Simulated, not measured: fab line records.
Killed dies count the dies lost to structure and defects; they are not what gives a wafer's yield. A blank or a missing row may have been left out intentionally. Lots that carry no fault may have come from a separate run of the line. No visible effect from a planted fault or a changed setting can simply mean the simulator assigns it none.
Which tool was responsible? | flow nand-harc | Sampling: 15 lots, 43 wafers, 6 of 1159 route steps

## WHAT THE GAUGES SHOWED, per wafer
NHARC_A_ONON_D1_THK_MEAS_02: measures by ellipsometry. Usual: thk-nm reads 1001 nm (standard deviation 9.9).
lot  | measured     | on            | thk-nm (nm)    | flag
L900 | day 7 19:57  | film-metro-01 | 1001 1002 1002 |
L902 | day 7 19:54  | film-metro-01 | 997 994 996    |
L901 | day 8 02:36  | film-metro-01 | 1011 1011 1010 |
L904 | day 8 06:12  | film-metro-01 | 996 996 995    |
L903 | day 8 12:13  | film-metro-02 | 980 982 982    |
L905 | day 8 12:13  | film-metro-01 | 1002 1003 1001 |
L906 | day 8 23:56  | film-metro-01 | 990 987 988    |
L907 | day 9 10:25  | film-metro-02 | 1013 1014 1014 |
L908 | day 9 16:32  | film-metro-02 | 998 996 997    |
L915 | day 10 17:42 | film-metro-01 | 1001 1002 1004 |
L913 | day 10 17:41 | film-metro-02 | 996 997 997    |
L911 | day 10 17:44 | film-metro-02 | 1012 1013 1013 |
L920 | day 12 11:22 | film-metro-01 | 1010 1009 1008 |
L921 | day 12 18:41 | film-metro-01 | 1016 1016      |
L922 | day 12 23:07 | film-metro-01 | 990 992        |

NHARC_A_ONON_D1_THK_MEAS_11: measures by ellipsometry. Usual: thk-nm reads 1005 nm (standard deviation 12).
lot  | measured     | on            | thk-nm (nm)    | flag
L900 | day 7 21:39  | film-metro-02 | 995 996 995    |
L902 | day 7 21:36  | film-metro-02 | 1000 1002 1000 |
L901 | day 8 04:19  | film-metro-02 | 1024 1023 1022 |
L904 | day 8 07:53  | film-metro-01 | 1007 1003 1005 |
L903 | day 8 13:56  | film-metro-01 | 1022 1020 1023 |
L905 | day 8 13:55  | film-metro-02 | 999 1000 998   |
L906 | day 9 01:38  | film-metro-02 | 1020 1020 1021 |
L907 | day 9 12:07  | film-metro-01 | 1015 1015 1014 |
L908 | day 9 18:14  | film-metro-02 | 1019 1020 1018 |
L915 | day 10 19:24 | film-metro-02 | 1010 1009 1008 |
L913 | day 10 19:23 | film-metro-01 | 1016 1016 1014 |
L911 | day 10 19:26 | film-metro-01 | 1000 999 998   |
L920 | day 12 13:06 | film-metro-01 | 982 981 801    | OFF
L921 | day 12 20:23 | film-metro-02 | 989 808        | OFF
L922 | day 13 00:49 | film-metro-01 | 1008 827       | OFF

NHARC_END_SORT_01. Usual: killed-at-array 27, standard deviation 9.3; killed-at-other 0.9, standard deviation 1.3; killed-at-periphery 3.6, standard deviation 2.7; killed-dies 31, standard deviation 9.7; killed-open 3.3, standard deviation 1.8; killed-short 2.0, standard deviation 1.5.
lot  | measured     | on        | killed-at-array | killed-at-other | killed-at-periphery | killed-dies | killed-open | killed-short | flag
L902 | day 19 22:28 | prober-01 | 23 17 26        | 0 0 1           | 3 1 1               | 26 18 28    | 4 1 6       | 3 4 2        |
L905 | day 19 22:29 | prober-02 | 15 13 17        | 2 2 0           | 2 2 4               | 19 17 21    | 4 6 3       | 0 2 4        |
L906 | day 20 17:07 | prober-02 | 11 18 19        | 0 0 0           | 4 5 14              | 15 23 33    | 2 4 5       | 2 2 2        |
L907 | day 21 15:35 | prober-02 | 27 39 17        | 0 0 1           | 7 2 2               | 34 41 20    | 6 3 3       | 2 5 1        |
L908 | day 21 07:55 | prober-02 | 21 18 25        | 0 0 1           | 4 1 2               | 25 19 28    | 5 2 4       | 0 4 2        |
L913 | day 22 21:52 | prober-01 | 32 25 31        | 0 0 0           | 2 2 6               | 34 27 37    | 3 6 8       | 2 0 4        |
L911 | day 22 00:53 | prober-01 | 42 45 42        | 1 2 1           | 1 0 4               | 44 47 47    | 2 1 2       | 1 1 1        |

## EACH LOT AND THE TOOL THAT RAN IT (in order: tool; ch and the chambers of the sampled wafers; start)
lot  | NHARC_P_BONDPAD_PRE_CLEAN_26            | NHARC_A_ONON_D1_DEP_09           | NHARC_A_CHANNEL_HOLE_D1_DEP_01
L900 | pvd-sputter-03, day 7 19:57 or earlier  | pecvd-onon-01 ch 0, day 7 21:08  | pecvd-02 ch 1,2, day 8 16:45
L902 | pvd-sputter-02, day 7 19:54 or earlier  | pecvd-onon-02 ch 0, day 7 21:05  | pecvd-04 ch 0,1,2, day 8 16:38
L901 | pvd-sputter-03, day 8 02:36 or earlier  | pecvd-onon-01 ch 0, day 8 03:48  | pecvd-01 ch 1,2, day 8 21:07
L904 | pvd-sputter-02, day 8 06:12 or earlier  | pecvd-onon-01 ch 0, day 8 07:23  | pecvd-01 ch 0,1, day 8 22:49
L903 | pvd-sputter-03, day 8 12:13 or earlier  | pecvd-onon-03 ch 0, day 8 13:29  | pecvd-01 ch 0,1, day 9 05:20
L905 | pvd-sputter-02, day 8 12:13 or earlier  | pecvd-onon-02 ch 0, day 8 13:24  | pecvd-02 ch 1,2, day 9 04:59
L906 | pvd-sputter-02, day 8 23:56 or earlier  | pecvd-onon-01 ch 0, day 9 01:14  | pecvd-04 ch 1,2, day 9 17:05
L907 | pvd-sputter-02, day 9 10:25 or earlier  | pecvd-onon-03 ch 0, day 9 11:37  | pecvd-04 ch 0,1, day 10 03:19
L908 | pvd-sputter-02, day 9 16:32 or earlier  | pecvd-onon-02 ch 0, day 9 17:43  | pecvd-01 ch 0,1, day 10 06:43
L915 | pvd-sputter-02, day 10 17:42 or earlier | pecvd-onon-03 ch 0, day 10 18:57 | pecvd-04 ch 1,2, day 11 07:56
L913 | pvd-sputter-01, day 10 17:41 or earlier | pecvd-onon-02 ch 0, day 10 18:56 | pecvd-04 ch 1,2, day 11 08:19
L911 | pvd-sputter-03, day 10 17:44 or earlier | pecvd-onon-01 ch 0, day 10 18:55 | pecvd-02 ch 0,1,2, day 11 07:59
L920 | pvd-sputter-03, day 12 11:22 or earlier | pecvd-onon-02 ch 0, day 12 12:34 | pecvd-01 ch 0,1,2, day 13 03:26
L921 | pvd-sputter-03, day 12 18:41 or earlier | pecvd-onon-02 ch 0, day 12 19:52 | pecvd-02 ch 1,2, day 13 10:18
L922 | pvd-sputter-02, day 12 23:07 or earlier | pecvd-onon-02 ch 0, day 13 00:25 | pecvd-01 ch 1, day 13 17:01
- NHARC_P_BONDPAD_PRE_CLEAN_26: time 30 s.
- NHARC_A_ONON_D1_DEP_09: target thk 1000 nm.
- NHARC_A_CHANNEL_HOLE_D1_DEP_01: deposits SiON, target thk 140 nm.

## AS READ BY THE TOOLS THEMSELVES (means over the sampled wafers that have a number; for cases with no such wafer, the mark the record gives instead)
NHARC_P_BONDPAD_PRE_CLEAN_26. Usual: heater-power-w reads 380 W (standard deviation 33).
lot  | tool           | heater-power-w (W) | flag
L900 | pvd-sputter-03 | 369                |
L902 | pvd-sputter-02 | 373                |
L901 | pvd-sputter-03 | 367                |
L904 | pvd-sputter-02 | 381                |
L903 | pvd-sputter-03 | 366                |
L905 | pvd-sputter-02 | 378                |
L906 | pvd-sputter-02 | 379                |
L907 | pvd-sputter-02 | 433                |
L908 | pvd-sputter-02 | 432                |
L915 | pvd-sputter-02 | 392                |
L913 | pvd-sputter-01 | 378                |
L911 | pvd-sputter-03 | 382                |
L920 | pvd-sputter-03 | 375                |
L921 | pvd-sputter-03 | 395                |
L922 | pvd-sputter-02 | 398                |

NHARC_A_ONON_D1_DEP_09. Usual: n2-flow-sccm reads 2748 sccm (standard deviation 6.7).
lot  | tool          | n2-flow-sccm (sccm) | flag
L900 | pecvd-onon-01 | 2751                |
L902 | pecvd-onon-02 | 2744                |
L901 | pecvd-onon-01 | 2750                |
L904 | pecvd-onon-01 | 2740                |
L903 | pecvd-onon-03 | 2742                |
L905 | pecvd-onon-02 | 2743                |
L906 | pecvd-onon-01 | 2755                |
L907 | pecvd-onon-03 | 2749                |
L908 | pecvd-onon-02 | 2755                |
L915 | pecvd-onon-03 | 2743                |
L913 | pecvd-onon-02 | 2745                |
L911 | pecvd-onon-01 | 2752                |
L920 | pecvd-onon-02 | 2744                |
L921 | pecvd-onon-02 | 2750                |
L922 | pecvd-onon-02 | 2756                |

NHARC_A_CHANNEL_HOLE_D1_DEP_01. Usual: heater-power-w 735 W, standard deviation 100; rf-fwd-power-W 348.5 W, standard deviation 1.2.
lot  | tool     | heater-power-w (W) | rf-fwd-power-W (W) | flag
L900 | pecvd-02 | 666                | 348.6              |
L902 | pecvd-04 | 725                | 348.9              |
L901 | pecvd-01 | 764                | 347.8              |
L904 | pecvd-01 | 864                | 347.9              |
L903 | pecvd-01 | 811                | 348.8              |
L905 | pecvd-02 | 615                | 348.8              |
L906 | pecvd-04 | 696                | 348.4              |
L907 | pecvd-04 | 672                | 349.6              |
L908 | pecvd-01 | 872                | 347.1              |
L915 | pecvd-04 | 739                | 348.7              |
L913 | pecvd-04 | 728                | 347.7              |
L911 | pecvd-02 | 704                | 348.9              |
L920 | pecvd-01 | 720                | 348.5              |
L921 | pecvd-02 | 676                | 347.6              |
L922 | pecvd-01 | 844                | 348.2              |

## THE ANSWER, worked out from the rows above alone
Rule: take the mean of a lot's wafers that have a number; if it is more than 3 standard deviations from the usual mean, the lot is off. A lot without any number at a reading at which 4 lots or more have one is off too. All remaining lots with rows at the step are treated as sound. After the gauges, taken in route order, come the tools' own readings; for these a lot's mean is taken, as printed above. The first step at which some lot is off is used, and at that step the reading that is off furthest; a lot without a number counts as furthest.
Off at NHARC_A_ONON_D1_THK_MEAS_11 (thk-nm): L920, L921, L922.
If a tool, at a process step before that reading, ran all the lots that are off and no sound lot after the first of them, it fits. Those tools and the gauges at NHARC_A_ONON_D1_THK_MEAS_11 are tried in the same way. NHARC_P_BONDPAD_PRE_CLEAN_26: start missing for some lots; hours and lot order therefore follow NHARC_A_ONON_D1_THK_MEAS_02. One candidate fits, namely pecvd-onon-02 at NHARC_A_ONON_D1_DEP_09. Its last sound lot is L913 (day 10 18:56), its first lot that is off L920 (day 12 12:34): a fault that began between those two fits.

## WHAT THE SIMULATOR HAD PUT IN
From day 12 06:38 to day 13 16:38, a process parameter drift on pecvd-onon-02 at NHARC_A_ONON_D1_DEP_09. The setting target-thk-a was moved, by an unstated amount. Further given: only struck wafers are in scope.
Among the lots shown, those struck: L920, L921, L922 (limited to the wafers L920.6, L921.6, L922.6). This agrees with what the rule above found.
